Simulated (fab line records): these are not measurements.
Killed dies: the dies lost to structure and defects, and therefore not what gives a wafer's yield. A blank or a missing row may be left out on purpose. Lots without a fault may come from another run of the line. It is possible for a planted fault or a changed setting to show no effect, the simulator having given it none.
Matching of chambers | flow nand_harc | 4 sister chambers for NHARC_P_GATE_ETCH_104 on rie_diel-08
The step etches the open film in CF4/CHF3, target depth 60 nm. 8 wafers are shown with their chamber, then 7 later ones without.

## WAFERS, EACH WITH ITS CHAMBER
wafer  | chamber | showerhead_plenum_p_Torr (Torr) | drypump_motor_current_A (A)
L793.1 | 1       | 1.60                            | 5.5
L798.1 | 3       | 1.47                            | 5.3
L798.6 | 3       | 1.48                            | 5.3
L802.4 | 2       | 1.49                            | 5.7
L802.5 | 1       | 1.60                            | 5.5
L802.6 | 0       | 1.49                            | 5.9
L801.3 | 0       | 1.49                            | 5.9
L801.4 | 2       | 1.49                            | 5.8

## WAFERS MISSING THEIR CHAMBER
wafer  | showerhead_plenum_p_Torr (Torr) | drypump_motor_current_A (A)
L801.5 | 1.60                            | 5.5
L804.1 | 1.49                            | 5.9
L804.4 | 1.60                            | 5.5
L804.6 | 1.60                            | 5.5
L807.1 | 1.49                            | 5.9
L807.3 | 1.47                            | 5.3
L807.4 | 1.49                            | 5.7

## WHICH CHAMBER EACH ONE RAN IN
wafer  | from the rows above | in truth
L801.5 | 1                   | 1
L804.1 | 0                   | 0
L804.4 | 1                   | 1
L804.6 | 1                   | 1
L807.1 | 0                   | 0
L807.3 | 3                   | 3
L807.4 | 2                   | 2
Correctly placed: 7 of 7. Not placeable from these rows: 0. Wrongly placed: 0.
How it was worked out, from the rows above alone: a wafer's distance from a chamber is the root of the sum, over the readings, of the square of ((its reading less the chamber's mean) divided by the reading's scatter). The wafer belongs to the nearest chamber; if the next one is less than 2 further off, it can't be placed. For every chamber, the mean is computed from those of its wafers that are shown. The scatter is the square root of a quotient: the sum, over the shown wafers, of each reading's squared deviation from its chamber's mean, divided by wafers minus chambers.
